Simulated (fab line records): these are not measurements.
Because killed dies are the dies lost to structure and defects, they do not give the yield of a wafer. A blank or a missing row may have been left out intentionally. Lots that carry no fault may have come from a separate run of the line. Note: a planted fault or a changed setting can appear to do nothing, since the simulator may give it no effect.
fab line records	flow n5_finfet
record: lots: 5	wafers: 15	last_day: 20
route steps=1938 shown BEOL_M4@1105 BEOL_M5@1112
lots untouched by any fault: they come from a run of this same line in which no faults occurred
start_h: the number of hours between the record's first day and the start of the first shown wafer of the lot	wait_h: time in hours since the lot's previous step	" same as the row above	L1.1+2: a single row standing in for several wafers	- either no value or no given start	* or withheld: withheld	< > ~ a bound
route shown NAME@n: NAME is a module with steps in the file, n the number in the route of the first one	usual: mean/standard deviation of fault-free wafers	same: alike in all rows	chamber/n: place in a boat	sites: the reading at each site	_std_site: standard deviation across them	_edge_site: the outer-site mean with the inner-site mean subtracted	radius_mm: for every site, how far away it sits from the centre of the wafer	mask NAME#n: copy n	behind: the last tool/chamber to shape the wafer	hold: what put the lot on hold/how long, in hours/how the hold closed	device: names the non-switching transistor (n, p or np)	end of line: the route-end tests of the same wafers	a step given without rows: its recipe and nothing more	killed: dies lost to structure and defects at the first sort, not the wafer's yield	map: the dies of a wafer, with x for killed, . for not killed, _ for no die there
set.NAME: the setting as run; set.NAME@STEP: as run at that earlier step	model.NAME: the simulator's own value behind a step, which no gauge read
a table for each step, a row for each wafer; lots at some steps of the route
services: from which hour (start_h, from the record's first day; less than 0 if before it) a tool's chamber was out of use, for how many hours, and why
== steps ==
step: N5_BEOL_M4_PRE_CLEAN_60
recipe: gas: NH3/H2	time_s: 15	temp_c: *	rf_power_w: 300
usual: heater_power_w: 93/20
lot.wafer	tool	chamber	start_h	wait_h	heater_power_w
L074.1	cvd_co-02	0	270.70	0.0	107
L074.2	"	2	"	"	121
L074.6	"	2	"	"	120
L077.1	cvd_co-02	0	276.26	0.0	102
L077.4	"	1	"	"	89
L077.5	"	0	"	"	102
L088.2	cvd_co-01	0	349.40	0.0	66
L088.3	"	0	"	"	65
L088.4	"	1	"	"	90
L087.3	cvd_co-02	0	353.08	0.1	104
L087.4	"	2	"	"	120
L087.5	"	2	"	"	125
L094.2	cvd_co-02	1	385.40	0.0	78
L094.5	"	0	"	"	107
L094.6	"	1	"	"	77
step: N5_BEOL_M4_CO_CAP_55
recipe: material: Co	target_thk_a: 20	temp_c: 200	precursor: CCTBA/H2	pressure_torr: 30	time_s: 102.1
usual: heater_power_w: 246/25
lot.wafer	tool	chamber	start_h	wait_h	heater_power_w
L074.1	cvd_co-02	0	270.74	0.0	257
L074.2	"	2	"	"	276
L074.6	"	2	"	"	279
L077.1	cvd_co-02	0	276.30	0.0	269
L077.4	"	1	"	"	243
L077.5	"	0	"	"	260
L088.2	cvd_co-01	0	349.46	0.0	216
L088.3	"	0	"	"	210
L088.4	"	1	"	"	238
L087.3	cvd_co-02	0	353.16	0.1	266
L087.4	"	2	"	"	279
L087.5	"	2	"	"	289
L094.2	cvd_co-02	1	385.44	0.0	230
L094.5	"	0	"	"	256
L094.6	"	1	"	"	231
step: N5_BEOL_M4_PRE_CLEAN_56
recipe: gas: NH3	time_s: 15	temp_c: withheld	rf_power_w: 300
lot.wafer	tool	chamber	start_h	wait_h
L074.1+2+6	pecvd-02	1,2,0	270.83	0.1
L077.1+4+5	pecvd-03	2,1,0	276.39	0.1
L088.2+3+4	pecvd-03	1,0,0	349.59	0.1
L087.3+4+5	pecvd-01	2,0,1	353.25	0.1
L094.2+5+6	pecvd-03	0,1,0	385.53	0.1
step: N5_BEOL_M4_DEP_57
recipe: material: SiCN	target_thk_a: 80	temp_c: withheld	precursor: 3MS/NH3	pressure_torr: 3	rf_w: 202	time_s: 14
usual: showerhead_plenum_p_Torr: 3.668/0.013	showerhead_vpp_V: 883/24	throttle_valve_pct: 9.1/0.39
lot.wafer	tool	chamber	start_h	wait_h	showerhead_plenum_p_Torr	showerhead_vpp_V	throttle_valve_pct
L074.1	pecvd-02	1	270.86	0.0	3.659	897	9.4
L074.2	"	2	"	"	3.670	884	8.8
L074.6	"	0	"	"	3.671	889	9.2
L077.1	pecvd-03	2	276.41	0.0	3.687	933	8.7
L077.4	"	1	"	"	3.658	884	9.7
L077.5	"	0	"	"	3.650	862	9.3
L088.2	pecvd-03	1	349.61	0.0	3.661	877	9.6
L088.3	"	0	"	"	3.667	865	9.1
L088.4	"	0	"	"	3.660	857	9.2
L087.3	pecvd-01	2	353.27	0.0	3.666	857	8.5
L087.4	"	0	"	"	3.660	875	9.6
L087.5	"	1	"	"	3.685	852	8.5
L094.2	pecvd-03	0	385.56	0.0	3.647	873	9.0
L094.5	"	1	"	"	3.667	869	9.6
L094.6	"	0	"	"	3.665	864	9.0
step: N5_BEOL_M4_RS_MEAS_58
recipe: thk_meas_gauge: four-point-probe	reads: Co_of_BEOL_M4_CO_CAP_55+Cu_of_BEOL_M4_ECD_50+Co_of_BEOL_M4_CVD_47+TaN_of_BEOL_M4_ALD_84
usual: M4_RS: 0.68/0.042
lot.wafer	tool	chamber	start_h	wait_h	M4_RS[ohm/sq]
L074.1	film_metro-02	-	270.93	0.0	0.67
L074.2	"	-	"	"	0.68
L074.6	"	-	"	"	0.72
L077.1	film_metro-01	-	276.48	0.0	0.74
L077.4	"	-	"	"	0.70
L077.5	"	-	"	"	0.66
L088.2	film_metro-02	-	349.68	0.1	0.73
L088.3	"	-	"	"	0.68
L088.4	"	-	"	"	0.66
L087.3	film_metro-02	-	353.34	0.1	0.65
L087.4	"	-	"	"	0.70
L087.5	"	-	"	"	0.71
L094.2	film_metro-02	-	385.63	0.1	0.72
L094.5	"	-	"	"	0.67
L094.6	"	-	"	"	0.66
step: N5_BEOL_M4_INSPECT_59
recipe: inspect_instrument: darkfield	mode: post_dep
usual: raw_defect_count: 74/26
lot.wafer	tool	chamber	start_h	wait_h	raw_defect_count
L074.1	defect_inspect-01	-	270.95	0.0	111
L074.2	"	-	"	"	87
L074.6	"	-	"	"	73
L077.1	defect_inspect-01	-	276.51	0.0	157
L077.4	"	-	"	"	112
L077.5	"	-	"	"	101
L088.2	defect_inspect-01	-	349.71	0.0	108
L088.3	"	-	"	"	76
L088.4	"	-	"	"	73
L087.3	defect_inspect-02	-	353.40	0.1	63
L087.4	"	-	"	"	51
L087.5	"	-	"	"	40
L094.2	defect_inspect-02	-	385.65	0.0	70
L094.5	"	-	"	"	78
L094.6	"	-	"	"	82
step: N5_BEOL_M4_RC_MEAS_101
usual: DIBL_N: 37.7/2	DIBL_P: 37.7/2.3	IOFF_N: 0.18/0.039	IOFF_P: 0.23/0.042	ION_N: 681/12	ION_P: 463/8	SS_N: 71.9/0.68	SS_P: 73.6/0.71	VT_N: 248/3.2	VT_P: -249/3.1
lot.wafer	tool	chamber	start_h	wait_h	DIBL_N[mV/V]	DIBL_P[mV/V]	IOFF_N[nA/um]	IOFF_P[nA/um]	ION_N[uA/um]	ION_P[uA/um]	SS_N[mV/dec]	SS_P[mV/dec]	VT_N[mV]	VT_P[mV]
L074.1	prober-01	0	270.98	0.0	40.1	41.4	0.26	0.37	700	488	72.4	74.8	242	-240
L074.2	"	0	"	"	40.0	41.2	0.26	0.35	701	481	72.5	74.1	243	-240
L074.6	"	0	"	"	37.4	38.0	0.18	0.27	677	467	71.3	73.6	247	-244
L077.1	prober-02	0	276.54	0.0	36.3	35.9	0.14	0.19	672	461	71.8	72.8	250	-253
L077.4	"	0	"	"	39.9	39.0	0.21	0.22	679	451	72.2	73.2	248	-250
L077.5	"	0	"	"	39.6	38.8	0.22	0.21	685	454	72.5	73.6	245	-251
L088.2	prober-01	0	349.89	0.2	39.1	40.6	0.21	0.28	689	468	72.1	74.9	246	-246
L088.3	"	0	"	"	36.2	35.6	0.15	0.21	686	467	71.1	73.5	248	-249
L088.4	"	0	"	"	36.9	37.4	0.15	0.23	677	470	71.7	74.0	251	-250
L087.3	prober-01	0	353.74	0.3	38.3	39.9	0.20	0.27	686	470	71.7	74.0	247	-245
L087.4	"	0	"	"	36.3	36.5	0.15	0.20	675	457	71.1	73.2	255	-250
L087.5	"	0	"	"	39.0	39.5	0.20	0.25	683	468	71.8	74.2	247	-251
L094.2	prober-01	0	385.83	0.2	37.6	39.6	0.18	0.20	680	455	72.9	73.5	246	-252
L094.5	"	0	"	"	37.9	40.1	0.19	0.23	671	456	71.9	73.6	248	-251
L094.6	"	0	"	"	34.7	35.6	0.13	0.16	676	458	71.4	72.9	249	-257
step: N5_BEOL_M5_ILD_DEP_00
recipe: material: SiCOH_lowk	target_thk_a: 1406.4	temp_c: 300	precursor: DEMS/porogen	pressure_torr: 5	rf_w: 500	time_s: 25.9
usual: heater_power_w: 299/77	showerhead_plenum_p_Torr: 5.739/0.018	showerhead_vpp_V: 1404/39	throttle_valve_pct: 14.0/0.51
lot.wafer	tool	chamber	start_h	wait_h	heater_power_w	showerhead_plenum_p_Torr	showerhead_vpp_V	throttle_valve_pct
L074.1	pecvd-03	0	271.94	0.8	205	5.741	1374	13.8
L074.2	"	1	"	"	258	5.721	1405	14.9
L074.6	"	1	"	"	250	5.715	1388	14.7
L077.1	pecvd-04	0	277.50	0.8	448	5.741	1386	13.9
L077.4	"	1	"	"	352	5.706	1340	14.9
L077.5	"	0	"	"	456	5.736	1392	14.1
L088.2	pecvd-02	2	350.70	0.7	279	5.766	1402	14.0
L088.3	"	0	"	"	312	5.742	1386	13.9
L088.4	"	1	"	"	316	5.723	1425	14.4
L087.3	pecvd-03	1	354.39	0.5	254	5.733	1402	14.8
L087.4	"	2	"	"	336	5.771	1448	13.4
L087.5	"	0	"	"	228	5.728	1366	13.9
L094.2	pecvd-03	1	386.65	0.7	260	5.725	1384	14.6
L094.5	"	0	"	"	233	5.738	1358	14.2
L094.6	"	2	"	"	365	5.767	1472	13.5
step: N5_BEOL_M5_CURE_79
recipe: temp_c: 385	time_s: 240	ambient: He/Ar	material: SiCOH_lowk
usual: lamp_power_pct: 52.32/0.05	wafer_temp_C_max: 386.6/0.56
lot.wafer	tool	chamber	start_h	wait_h	lamp_power_pct	wafer_temp_C_max
L074.1	uv_cure-03	2	272.00	0.0	52.24	386.1
L074.2	"	2	"	"	52.26	385.9
L074.6	"	2	"	"	52.33	385.6
L077.1	uv_cure-03	1	277.56	0.0	52.32	386.0
L077.4	"	1	"	"	52.27	386.9
L077.5	"	1	"	"	52.27	386.6
L088.2	uv_cure-02	1	351.03	0.3	52.26	386.7
L088.3	"	1	"	"	52.33	386.4
L088.4	"	1	"	"	52.25	386.2
L087.3	uv_cure-02	1	354.61	0.2	52.29	387.0
L087.4	"	1	"	"	52.27	387.0
L087.5	"	1	"	"	52.25	386.5
L094.2	uv_cure-03	0	386.79	0.1	52.35	386.3
L094.5	"	0	"	"	52.37	388.0
L094.6	"	0	"	"	52.34	386.7
step: N5_BEOL_M5_THK_MEAS_01
recipe: reads: SiCOH_lowk_of_BEOL_M5_ILD_DEP_00
usual: M5_ILD_THK: 120.8/1.7
lot.wafer	tool	chamber	start_h	wait_h	M5_ILD_THK[nm]
L074.1	film_metro-02	-	272.51	0.4	119.7
L074.2	"	-	"	"	121.4
L074.6	"	-	"	"	124.2
L077.1	film_metro-01	-	278.08	0.4	118.3
L077.4	"	-	"	"	119.9
L077.5	"	-	"	"	120.4
L088.2	film_metro-01	-	351.46	0.4	121.8
L088.3	"	-	"	"	122.0
L088.4	"	-	"	"	124.1
L087.3	film_metro-01	-	354.96	0.3	118.5
L087.4	"	-	"	"	120.6
L087.5	"	-	"	"	119.4
L094.2	film_metro-01	-	387.22	0.4	119.1
L094.5	"	-	"	"	120.0
L094.6	"	-	"	"	119.1
step: N5_BEOL_M5_PECVD_70
recipe: material: SiO2	target_thk_a: 160	temp_c: 400	precursor: TEOS/O2	pressure_torr: 5.5	rf_w: 450	teos_flow_sccm: 53.8	gas: O2	flow_sccm: 3000	time_s: 18
usual: heater_power_w: 731/130	showerhead_plenum_p_Torr: 8.77/0.063	showerhead_vpp_V: 1333/37	throttle_valve_pct: 22.6/0.82
lot.wafer	tool	chamber	start_h	wait_h	heater_power_w	showerhead_plenum_p_Torr	showerhead_vpp_V	throttle_valve_pct
L074.1	pecvd-02	2	272.55	0.0	603	8.83	1326	22.1
L074.2	"	1	"	"	831	8.71	1326	23.5
L074.6	"	1	"	"	813	8.72	1352	23.3
L077.1	pecvd-03	0	278.11	0.0	568	8.74	1284	22.7
L077.4	"	0	"	"	559	8.75	1313	22.8
L077.5	"	1	"	"	616	8.76	1314	23.8
L088.2	pecvd-04	1	351.49	0.0	801	8.63	1277	23.5
L088.3	"	2	"	"	803	8.80	1405	20.9
L088.4	"	1	"	"	792	8.66	1313	23.5
L087.3	pecvd-02	1	355.00	0.0	711	8.71	1319	23.2
L087.4	"	0	"	"	750	8.78	1324	22.9
L087.5	"	2	"	"	744	8.83	1325	22.3
L094.2	pecvd-04	1	387.26	0.0	687	8.69	1309	23.4
L094.5	"	0	"	"	874	8.73	1293	22.9
L094.6	"	1	"	"	701	8.68	1290	23.4
step: N5_BEOL_M5_HM_DEP_02
recipe: material: TiN	target_thk_a: 200	temp_c: 25	chamber_pressure_pa: 0.49996
usual: chamber_pressure_pa: 0.5001/0.001	throttle_valve_pct: 30.2/1.2
lot.wafer	tool	chamber	start_h	wait_h	chamber_pressure_pa	throttle_valve_pct
L074.1	pvd_sputter-03	-	272.87	0.3	0.5012	32.0
L074.2	"	-	"	"	0.4994	28.5
L074.6	"	-	"	"	0.5009	30.0
L077.1	pvd_sputter-03	-	280.92	2.8	0.5002	32.0
L077.4	"	-	"	"	0.5001	28.3
L077.5	"	-	"	"	0.5001	30.0
L088.2	pvd_sputter-02	-	353.53	2.0	0.4983	28.8
L088.3	"	-	"	"	0.5018	30.6
L088.4	"	-	"	"	0.5009	30.4
L087.3	pvd_sputter-01	-	358.76	3.7	0.5007	32.0
L087.4	"	-	"	"	0.4997	29.0
L087.5	"	-	"	"	0.4983	30.2
L094.2	pvd_sputter-02	-	388.34	1.1	0.4996	28.8
L094.5	"	-	"	"	0.4997	28.9
L094.6	"	-	"	"	0.4993	30.6
step: N5_BEOL_M5_COAT_59
recipe: resist: SOC	temp_c: 250	time_s: 60	spin_rpm: 1500	resist_thk_nm: 60
usual: dispense_pressure_kPa: 55/3.2	spin_speed_rpm: 1500.0/0.88
lot.wafer	tool	chamber	start_h	wait_h	dispense_pressure_kPa	spin_speed_rpm
L074.1	litho_track-01	0	273.01	0.1	52	1500.3
L074.2	"	0	"	"	52	1499.9
L074.6	"	0	"	"	52	1499.2
L077.1	litho_track-01	0	281.04	0.1	52	1497.1
L077.4	"	0	"	"	52	1500.5
L077.5	"	0	"	"	52	1500.4
L088.2	litho_track-02	0	353.66	0.1	59	1501.2
L088.3	"	0	"	"	59	1500.9
L088.4	"	0	"	"	59	1499.9
L087.3	litho_track-02	0	358.89	0.1	59	1498.3
L087.4	"	0	"	"	59	1497.9
L087.5	"	0	"	"	59	1498.5
L094.2	litho_track-05	0	388.47	0.1	53	1500.8
L094.5	"	0	"	"	53	1499.6
L094.6	"	0	"	"	53	1500.8
step: N5_BEOL_M5_COAT_60
recipe: resist: SiARC	temp_c: 220	time_s: 60	spin_rpm: 1500	resist_thk_nm: 12
usual: dispense_pressure_kPa: 55/3.2	spin_speed_rpm: 1500.1/0.94
lot.wafer	tool	chamber	start_h	wait_h	dispense_pressure_kPa	spin_speed_rpm
L074.1	litho_track-01	0	-	-	52	1500.1
L074.2	"	0	"	"	52	1499.7
L074.6	"	0	"	"	52	1499.3
L077.1	litho_track-01	0	-	-	52	1501.0
L077.4	"	0	"	"	52	1501.2
L077.5	"	0	"	"	52	1501.1
L088.2	litho_track-02	0	-	-	59	1498.7
L088.3	"	0	"	"	59	1499.7
L088.4	"	0	"	"	59	1499.0
L087.3	litho_track-02	0	-	-	59	1498.5
L087.4	"	0	"	"	59	1500.5
L087.5	"	0	"	"	59	1500.3
L094.2	litho_track-05	0	-	-	53	1502.0
L094.5	"	0	"	"	53	1500.2
L094.6	"	0	"	"	53	1498.2
step: N5_BEOL_M5_COAT_71
recipe: resist: underlayer	temp_c: 205	time_s: 60	spin_rpm: 1500	resist_thk_nm: 5
usual: dispense_pressure_kPa: 55/3.2	spin_speed_rpm: 1499.9/0.84
lot.wafer	tool	chamber	start_h	wait_h	dispense_pressure_kPa	spin_speed_rpm
L074.1	litho_track-01	0	-	-	52	1497.9
L074.2	"	0	"	"	52	1498.2
L074.6	"	0	"	"	52	1497.8
L077.1	litho_track-01	0	-	-	52	1499.6
L077.4	"	0	"	"	52	1499.1
L077.5	"	0	"	"	52	1498.4
L088.2	litho_track-02	0	-	-	59	1500.0
L088.3	"	0	"	"	59	1500.4
L088.4	"	0	"	"	59	1500.5
L087.3	litho_track-02	0	-	-	59	1500.2
L087.4	"	0	"	"	59	1500.4
L087.5	"	0	"	"	59	1500.9
L094.2	litho_track-05	0	-	-	53	1499.4
L094.5	"	0	"	"	53	1500.1
L094.6	"	0	"	"	53	1500.2
step: N5_BEOL_M5_COAT_05
recipe: resist: CAR-EUV	spin_rpm: 1500	resist_thk_nm: 30
usual: dispense_pressure_kPa: 55/3.2	spin_speed_rpm: 1500.2/0.9
lot.wafer	tool	chamber	start_h	wait_h	dispense_pressure_kPa	spin_speed_rpm
L074.1	litho_track-01	0	-	-	52	1500.5
L074.2	"	0	"	"	52	1500.4
L074.6	"	0	"	"	52	1499.5
L077.1	litho_track-01	0	-	-	52	1500.2
L077.4	"	0	"	"	52	1501.5
L077.5	"	0	"	"	52	1499.9
L088.2	litho_track-02	0	-	-	59	1502.5
L088.3	"	0	"	"	59	1500.7
L088.4	"	0	"	"	59	1499.4
L087.3	litho_track-02	0	-	-	59	1499.7
L087.4	"	0	"	"	59	1500.2
L087.5	"	0	"	"	59	1499.2
L094.2	litho_track-05	0	-	-	53	1500.9
L094.5	"	0	"	"	53	1501.0
L094.6	"	0	"	"	53	1500.5
step: N5_BEOL_M5_EBR_07
recipe: solvent: PGMEA	ebr_width_mm: 1.5
lot.wafer	tool	chamber	start_h	wait_h
L074.1+2+6	litho_track-01	0	-	-
L077.1+4+5	litho_track-01	0	-	-
L088.2+3+4	litho_track-02	0	-	-
L087.3+4+5	litho_track-02	0	-	-
L094.2+5+6	litho_track-05	0	-	-
step: N5_BEOL_M5_SOFTBAKE_06
recipe: temp_c: 110	time_s: 60	resist: CAR-EUV
lot.wafer	tool	chamber	start_h	wait_h
L074.1+2+6	litho_track-01	0	-	-
L077.1+4+5	litho_track-01	0	-	-
L088.2+3+4	litho_track-02	0	-	-
L087.3+4+5	litho_track-02	0	-	-
L094.2+5+6	litho_track-05	0	-	-
step: N5_BEOL_M5_EXPOSE_08
recipe: mask_id: M5	na: 0.33	source_shape: annular	sigma_inner: 0.4	sigma_outer: 0.8	polarization: unpolarized	target_cd_nm: 28	dose_mj: 35.75
same: sigma_outer: 0.8
lot.wafer	tool	chamber	start_h	wait_h	mask
L074.1+2+6	euv_scanner-02	0	273.15	-	M5#0
L077.1+4+5	euv_scanner-01	0	281.33	-	M5#0
L088.2+3+4	euv_scanner-02	0	353.92	-	M5#0
L087.3+4+5	euv_scanner-02	0	359.04	-	M5#0
L094.2+5+6	euv_scanner-01	0	389.80	-	M5#0
step: N5_BEOL_M5_PEB_09
recipe: peb_temp_c: 100	peb_time_s: 60	resist: CAR-EUV
lot.wafer	tool	chamber	start_h	wait_h
L074.1+2+6	litho_track-01	0	273.21	0.1
L077.1+4+5	litho_track-02	0	281.39	0.1
L088.2+3+4	litho_track-01	0	353.98	0.0
L087.3+4+5	litho_track-02	0	359.09	0.0
L094.2+5+6	litho_track-05	0	389.86	0.0
step: N5_BEOL_M5_DEVELOP_10
recipe: develop_time_s: 30	developer: TMAH	resist: CAR-EUV	rinse_liquid: surfactant_rinse	dry: air_spin	dev_temp_c: 23
same: develop_time_s: 30
lot.wafer	tool	chamber	start_h	wait_h
L074.1+2+6	litho_track-01	0	-	-
L077.1+4+5	litho_track-02	0	-	-
L088.2+3+4	litho_track-01	0	-	-
L087.3+4+5	litho_track-02	0	-	-
L094.2+5+6	litho_track-05	0	-	-
step: N5_BEOL_M5_CD_MEAS_11
recipe: target_cd_nm: 27.74	landing_energy_ev: 500	detector: se_inlens
usual: cd_nm: 28.13/0.26
same: landing_energy_ev: 500
lot.wafer	tool	chamber	start_h	wait_h	cd_nm
L074.1	cd_sem-03	0	273.27	-	28.05
L074.2	"	0	"	"	27.84
L074.6	"	0	"	"	27.75
L077.1	cd_sem-02	0	281.46	-	28.02
L077.4	"	0	"	"	27.82
L077.5	"	0	"	"	27.89
L088.2	cd_sem-02	0	354.05	-	27.92
L088.3	"	0	"	"	27.56
L088.4	"	0	"	"	27.89
L087.3	cd_sem-02	0	359.16	-	27.84
L087.4	"	0	"	"	28.22
L087.5	"	0	"	"	28.59
L094.2	cd_sem-02	0	389.93	-	28.48
L094.5	"	0	"	"	28.66
L094.6	"	0	"	"	28.46
step: N5_BEOL_M5_OVL_MEAS_12
recipe: points_per_wafer: 522
usual: M5_OVL: 0.0/0.66
lot.wafer	tool	chamber	start_h	wait_h	M5_OVL[nm]
L074.1	overlay-02	0	273.30	0.0	-0.6
L074.2	"	0	"	"	-0.8
L074.6	"	0	"	"	-0.6
L077.1	overlay-01	0	281.49	0.0	-0.2
L077.4	"	0	"	"	0.8
L077.5	"	0	"	"	0.4
L088.2	overlay-02	0	354.08	0.0	-1.1
L088.3	"	0	"	"	-0.9
L088.4	"	0	"	"	-0.5
L087.3	overlay-02	0	359.20	0.0	0.6
L087.4	"	0	"	"	0.6
L087.5	"	0	"	"	1.1
L094.2	overlay-02	0	389.96	0.0	-0.7
L094.5	"	0	"	"	-0.9
L094.6	"	0	"	"	-0.2
step: N5_BEOL_M5_INSPECT_13
recipe: mode: adi	inspect_instrument: brightfield
usual: raw_defect_count: 415/120
lot.wafer	tool	chamber	start_h	wait_h	raw_defect_count
L074.1	defect_inspect-02	-	273.36	0.1	558
L074.2	"	-	"	"	483
L074.6	"	-	"	"	317
L077.1	defect_inspect-01	-	281.55	0.1	723
L077.4	"	-	"	"	527
L077.5	"	-	"	"	394
L088.2	defect_inspect-02	-	354.13	0.0	361
L088.3	"	-	"	"	317
L088.4	"	-	"	"	248
L087.3	defect_inspect-02	-	359.25	0.0	368
L087.4	"	-	"	"	337
L087.5	"	-	"	"	417
L094.2	defect_inspect-01	-	390.01	0.0	337
L094.5	"	-	"	"	428
L094.6	"	-	"	"	382
step: N5_BEOL_M5_DESCUM_16
recipe: chemistry: O2	time_s: 7	source_power_w: 50	bias_power_w: 20	pressure_mtorr: 20	rf_frequency_hz: 2.712e+07	temp_c: 40	resist: CAR-EUV	o2_flow_sccm: 225
usual: chamber_pressure_mTorr: 20.001/0.018	drypump_motor_current_A: 5.7/0.37	oes_product_au: 0.79/0.092	rf_vpp_V: 243.2/1.6	showerhead_plenum_p_Torr: 2.09/0.087	throttle_valve_pct: 20.4/0.32
lot.wafer	tool	chamber	start_h	wait_h	chamber_pressure_mTorr	drypump_motor_current_A	oes_product_au	rf_hours_counter_h	rf_vpp_V	showerhead_plenum_p_Torr	throttle_valve_pct
L074.1	rie_diel-02	1	273.52	0.2	20.001	4.8	0.74	176	243.3	2.11	20.9
L074.2	"	0	"	"	20.013	5.8	0.80	101	241.4	2.01	20.4
L074.6	"	3	"	"	19.998	5.4	0.80	-	244.6	2.22	20.2
L077.1	rie_diel-03	0	281.66	0.1	20.031	5.2	0.90	19	243.1	2.04	20.3
L077.4	"	2	"	"	20.020	6.0	0.68	-	240.9	1.98	20.1
L077.5	"	0	"	"	20.003	5.2	0.89	-	242.2	2.04	20.3
L088.2	rie_diel-02	1	354.18	0.0	20.014	4.8	0.74	201	242.4	2.10	20.9
L088.3	"	3	"	"	20.035	5.4	0.79	92	246.3	2.21	20.2
L088.4	"	2	"	"	19.998	5.8	0.67	239	239.7	1.97	20.7
L087.3	rie_diel-06	2	359.46	0.2	20.004	5.8	0.68	221	245.3	2.13	19.9
L087.4	"	3	"	"	19.972	5.4	0.86	48	244.9	2.19	20.5
L087.5	"	0	"	"	19.985	5.7	0.87	-	242.0	2.05	20.1
L094.2	rie_diel-03	0	390.05	0.0	20.022	5.2	0.85	56	242.3	2.02	20.4
L094.5	"	2	"	"	19.992	6.0	0.97	-	246.1	2.23	19.7
L094.6	"	1	"	"	19.976	5.9	0.90	-	243.0	2.13	20.0
== services ==
tool	chamber	start_h	hours	kind
cvd_co-02	0	247.70	7.2	repair
pvd_sputter-02	-	256.23	2.3	repair
pecvd-01	-	256.72	1.2	repair
rie_diel-02	2	261.12	1.7	repair
rie_diel-03	3	264.21	16.9	repair
pecvd-01	-	264.29	1.3	repair
pecvd-04	-	265.32	2.9	repair
rie_diel-03	0	266.87	9.2	repair
euv_scanner-02	-	269.63	1.0	pm
euv_scanner-01	-	274.95	1.0	pm
pecvd-02	0	278.63	3.9	repair
euv_scanner-02	-	281.08	4.6	pm
rie_diel-02	2	283.39	7.7	repair
pecvd-02	-	288.53	2.8	pm
pecvd-04	1	306.59	4.1	repair
cvd_co-02	-	311.81	12.3	repair
pecvd-02	-	324.36	0.8	repair
pecvd-04	-	324.90	0.8	repair
euv_scanner-02	-	325.78	1.0	pm
uv_cure-03	-	343.02	0.3	repair
pecvd-02	2	355.98	11.3	repair
pecvd-04	-	364.73	5.5	pm
euv_scanner-02	-	381.52	6.2	pm
euv_scanner-02	-	387.77	1.0	pm
== key ==
fault none
